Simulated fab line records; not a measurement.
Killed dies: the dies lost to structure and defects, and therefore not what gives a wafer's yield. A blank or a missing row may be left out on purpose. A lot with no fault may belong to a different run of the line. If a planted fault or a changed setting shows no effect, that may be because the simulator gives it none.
Matching of chambers || flow n5_finfet || 4 sister chambers for N5_BEOL_M14_STRIP_37 on rie_diel-06
The step strips in O2. 14 wafers are shown with their chamber, then 7 later ones without.

WAFERS PAIRED WITH THEIR CHAMBERS
{"wafer": "L074.1", "chamber": 2, "drypump_motor_current_A (A)": 6.8, "throttle_valve_pct (%)": 17.18, "showerhead_plenum_p_Torr (Torr)": 2.08}
{"wafer": "L074.4", "chamber": 0, "drypump_motor_current_A (A)": 5.7, "throttle_valve_pct (%)": 16.84, "showerhead_plenum_p_Torr (Torr)": 2.10}
{"wafer": "L074.5", "chamber": 2, "drypump_motor_current_A (A)": 6.8, "throttle_valve_pct (%)": 17.14, "showerhead_plenum_p_Torr (Torr)": 2.08}
{"wafer": "L079.2", "chamber": 0, "drypump_motor_current_A (A)": 5.7, "throttle_valve_pct (%)": 16.89, "showerhead_plenum_p_Torr (Torr)": 2.09}
{"wafer": "L079.4", "chamber": 1, "drypump_motor_current_A (A)": 5.8, "throttle_valve_pct (%)": 16.95, "showerhead_plenum_p_Torr (Torr)": 2.01}
{"wafer": "L079.6", "chamber": 3, "drypump_motor_current_A (A)": 5.4, "throttle_valve_pct (%)": 16.56, "showerhead_plenum_p_Torr (Torr)": 2.10}
{"wafer": "L087.3", "chamber": 3, "drypump_motor_current_A (A)": 5.4, "throttle_valve_pct (%)": 16.60, "showerhead_plenum_p_Torr (Torr)": 2.10}
{"wafer": "L087.5", "chamber": 2, "drypump_motor_current_A (A)": 6.8, "throttle_valve_pct (%)": 17.22, "showerhead_plenum_p_Torr (Torr)": 2.06}
{"wafer": "L087.6", "chamber": 1, "drypump_motor_current_A (A)": 5.8, "throttle_valve_pct (%)": 16.96, "showerhead_plenum_p_Torr (Torr)": 2.01}
{"wafer": "L085.2", "chamber": 0, "drypump_motor_current_A (A)": 5.8, "throttle_valve_pct (%)": 16.87, "showerhead_plenum_p_Torr (Torr)": 2.09}
{"wafer": "L085.5", "chamber": 0, "drypump_motor_current_A (A)": 5.8, "throttle_valve_pct (%)": 16.87, "showerhead_plenum_p_Torr (Torr)": 2.09}
{"wafer": "L085.6", "chamber": 3, "drypump_motor_current_A (A)": 5.4, "throttle_valve_pct (%)": 16.59, "showerhead_plenum_p_Torr (Torr)": 2.10}
{"wafer": "L086.1", "chamber": 1, "drypump_motor_current_A (A)": 5.8, "throttle_valve_pct (%)": 16.99, "showerhead_plenum_p_Torr (Torr)": 2.01}
{"wafer": "L086.3", "chamber": 2, "drypump_motor_current_A (A)": 6.8, "throttle_valve_pct (%)": 17.22, "showerhead_plenum_p_Torr (Torr)": 2.06}

SIGNATURES, as means of the wafers listed above
{"reading": "drypump_motor_current_A", "chamber 0": 5.750, "chamber 1": 5.800, "chamber 2": 6.800, "chamber 3": 5.400, "scatter within a chamber": 0.0316}
{"reading": "throttle_valve_pct", "chamber 0": 16.8675, "chamber 1": 16.9667, "chamber 2": 17.1900, "chamber 3": 16.5833, "scatter within a chamber": 0.0272}
{"reading": "showerhead_plenum_p_Torr", "chamber 0": 2.0925, "chamber 1": 2.0100, "chamber 2": 2.0700, "chamber 3": 2.1000, "scatter within a chamber": 0.00689}
Rule: for a wafer and a chamber, the distance is found by dividing, reading by reading, the gap between the wafer's reading and the chamber's mean by the reading's scatter, squaring, summing and taking the root. The wafer belongs to the nearest chamber; if the next one is less than 2 further off, it can't be placed. How the scatter is found: for the shown wafers, subtract from each reading the mean of its chamber, square and add these, divide the total by (wafers less chambers), then take the root.

WAFERS WITH NO CHAMBER GIVEN
{"wafer": "L086.4", "drypump_motor_current_A (A)": 5.8, "throttle_valve_pct (%)": 16.88, "showerhead_plenum_p_Torr (Torr)": 2.09}
{"wafer": "L088.1", "drypump_motor_current_A (A)": 6.9, "throttle_valve_pct (%)": 17.25, "showerhead_plenum_p_Torr (Torr)": 2.06}
{"wafer": "L088.2", "drypump_motor_current_A (A)": 5.8, "throttle_valve_pct (%)": 16.97, "showerhead_plenum_p_Torr (Torr)": 2.01}
{"wafer": "L088.3", "drypump_motor_current_A (A)": 5.4, "throttle_valve_pct (%)": 16.61, "showerhead_plenum_p_Torr (Torr)": 2.10}
{"wafer": "L096.1", "drypump_motor_current_A (A)": 5.4, "throttle_valve_pct (%)": 16.65, "showerhead_plenum_p_Torr (Torr)": 2.09}
{"wafer": "L096.3", "drypump_motor_current_A (A)": 5.7, "throttle_valve_pct (%)": 16.91, "showerhead_plenum_p_Torr (Torr)": 2.08}
{"wafer": "L096.5", "drypump_motor_current_A (A)": 5.8, "throttle_valve_pct (%)": 16.94, "showerhead_plenum_p_Torr (Torr)": 2.08}

WHICH CHAMBER EACH WENT THROUGH
{"wafer": "L086.4", "from the rows above": 0, "in truth": 0}
{"wafer": "L088.1", "from the rows above": 2, "in truth": 2}
{"wafer": "L088.2", "from the rows above": 1, "in truth": 1}
{"wafer": "L088.3", "from the rows above": 3, "in truth": 3}
{"wafer": "L096.1", "from the rows above": 3, "in truth": 3}
{"wafer": "L096.3", "from the rows above": 0, "in truth": 0}
{"wafer": "L096.5", "from the rows above": 0, "in truth": 0}
Correct placement for 7 of the 7. Can't be placed from these rows: 0. 0 placed wrongly.
